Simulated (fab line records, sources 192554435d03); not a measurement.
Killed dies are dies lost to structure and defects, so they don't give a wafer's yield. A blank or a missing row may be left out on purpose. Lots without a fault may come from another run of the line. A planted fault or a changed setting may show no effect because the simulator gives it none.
Split-lot experiment | flow n5_finfet | 7 lots, 39 wafers read, on a route of 1938 steps

THE SPLIT
At N5_GATE_CUT_DESCUM_18 (chemistry O2, time 7 s), the setting time_s was moved away from the recipe's 7 s on 18 of the 39 wafers read, by -58.2% to +41.7%. The other wafers ran this setting at the recipe's value.

The reading is taken at the split's own step.

THE READING
CAR-EUV_of_GATE_CUT_COAT_07.thk_nm (the simulator's own value, which no gauge read), in nm, at N5_GATE_CUT_DESCUM_18 (chemistry O2, time 7 s). The file gives no usual value for it. The 21 wafers here that ran the recipe average 26.1 nm, standard deviation 0.11 nm.

wafer  | tool, chamber at the split | time_s as run, s | against the recipe | CAR-EUV_of_GATE_CUT_COAT_07.thk_nm, nm | against lot-mates on the recipe
L077.1 | rie_diel-05, 0             | 7                | recipe             | 26.2                                   | -
L077.2 | rie_diel-05, 3,2,0         | 8.358            | +19.4%             | 25.4                                   | -0.7
L077.3 | rie_diel-05, 3,2,0         | 8.358            | +19.4%             | 25.4                                   | -0.7
L077.5 | rie_diel-05, 3,2,0         | 8.358            | +19.4%             | 25.4                                   | -0.7
L077.4 | rie_diel-05, 2,3           | 7                | recipe             | 26                                     | -
L077.6 | rie_diel-05, 2,3           | 7                | recipe             | 26                                     | -
L078.1 | rie_diel-01, 0             | 7                | recipe             | 26                                     | -
L078.6 | rie_diel-01, 0             | 7                | recipe             | 26                                     | -
L078.2 | rie_diel-01, 1             | 7                | recipe             | 25.8                                   | -
L078.3 | rie_diel-01, 1,0,1         | 2.928            | -58.2%             | 28                                     | +2.1
L078.4 | rie_diel-01, 1,0,1         | 2.928            | -58.2%             | 28                                     | +2.1
L078.5 | rie_diel-01, 1,0,1         | 2.928            | -58.2%             | 28                                     | +2.1
L083.1 | rie_diel-01, 0,2,1         | 3.678            | -47.5%             | 27.8                                   | +1.7
L083.4 | rie_diel-01, 0,2,1         | 3.678            | -47.5%             | 27.8                                   | +1.7
L083.5 | rie_diel-01, 0,2,1         | 3.678            | -47.5%             | 27.8                                   | +1.7
L083.2 | rie_diel-01, 2,0           | 7                | recipe             | 26.2                                   | -
L083.6 | rie_diel-01, 2,0           | 7                | recipe             | 26.2                                   | -
L083.3 | rie_diel-01, 1             | 7                | recipe             | 26                                     | -
L085.1 | rie_diel-04, 2,3,0         | 7                | recipe             | 26                                     | -
L085.2 | rie_diel-04, 2,3,0         | 7                | recipe             | 26                                     | -
L085.5 | rie_diel-04, 2,3,0         | 7                | recipe             | 26                                     | -
L085.3 | rie_diel-04, 1,0,1         | 5.074            | -27.5%             | 27                                     | +1.0
L085.4 | rie_diel-04, 1,0,1         | 5.074            | -27.5%             | 27                                     | +1.0
L085.6 | rie_diel-04, 1,0,1         | 5.074            | -27.5%             | 27                                     | +1.0
L087.3 | rie_diel-01, 3,0           | 7                | recipe             | 26.2                                   | -
L087.5 | rie_diel-01, 3,0           | 7                | recipe             | 26.2                                   | -
L087.6 | rie_diel-01, 3             | 7                | recipe             | 26                                     | -
L093.1 | rie_diel-04, 3,2,1         | 9.918            | +41.7%             | 24.6                                   | -1.5
L093.3 | rie_diel-04, 3,2,1         | 9.918            | +41.7%             | 24.6                                   | -1.5
L093.4 | rie_diel-04, 3,2,1         | 9.918            | +41.7%             | 24.6                                   | -1.5
L093.2 | rie_diel-04, 0             | 7                | recipe             | 26.2                                   | -
L093.5 | rie_diel-04, 2,1           | 7                | recipe             | 26                                     | -
L093.6 | rie_diel-04, 2,1           | 7                | recipe             | 26                                     | -
L095.1 | rie_diel-04, 2,0           | 7                | recipe             | 26.2                                   | -
L095.3 | rie_diel-04, 2,0           | 7                | recipe             | 26.2                                   | -
L095.2 | rie_diel-04, 1,1,0         | 9.157            | +30.8%             | 25                                     | -1.1
L095.5 | rie_diel-04, 1,1,0         | 9.157            | +30.8%             | 25                                     | -1.1
L095.6 | rie_diel-04, 1,1,0         | 9.157            | +30.8%             | 25                                     | -1.1
L095.4 | rie_diel-04, 2             | 7                | recipe             | 26                                     | -
Where a row lists several chambers, the file gives one row for several wafers and doesn't say which wafer went through which chamber.

THE FIT
A straight line over all 39 wafers: CAR-EUV_of_GATE_CUT_COAT_07.thk_nm changes by -0.0346 nm for each +1% of time_s; r = -1.00; the points scatter about the line by 0.092 nm.
The same after taking each lot's own level away (the mean of its wafers on the recipe; 39 wafers): -0.0355 nm for each +1%; r = -1.00; scatter 0.068 nm.
On that fit, the largest move of time_s shifts the reading by 2.1 nm.
The lots' own levels span 25.93 to 26.13 nm, that is 1.8 times the standard deviation above.
So the lot-to-lot level changes the slope little: the two slopes agree.
Check: with one of the wafers moved furthest among these (-58.2%) left out of the fit, the line predicts +2.07 nm for it against its lot-mates. It came out at +2.07 nm against them.

OTHER SPLITS ON THESE WAFERS
These wafers also went through other splits before the reading. Each is held against what the fit with the lots' levels taken away leaves over:
other split on the same wafers          | wafers away from the commonest value | r with CAR-EUV_of_GATE_CUT_COAT_07.thk_nm (lot level and that fit taken away)
N5_ZERO_LAYER_DEVELOP_10 develop_time_s | 15                                   | +0.11
N5_STI_FIN_REVEAL_ETCHBACK_08 time_s    | 12                                   | -0.23

THE FILE'S OWN FIT
CAR-EUV_of_GATE_CUT_COAT_07.thk_nm changes by -0.0355 nm for each +1% of time_s, r = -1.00.
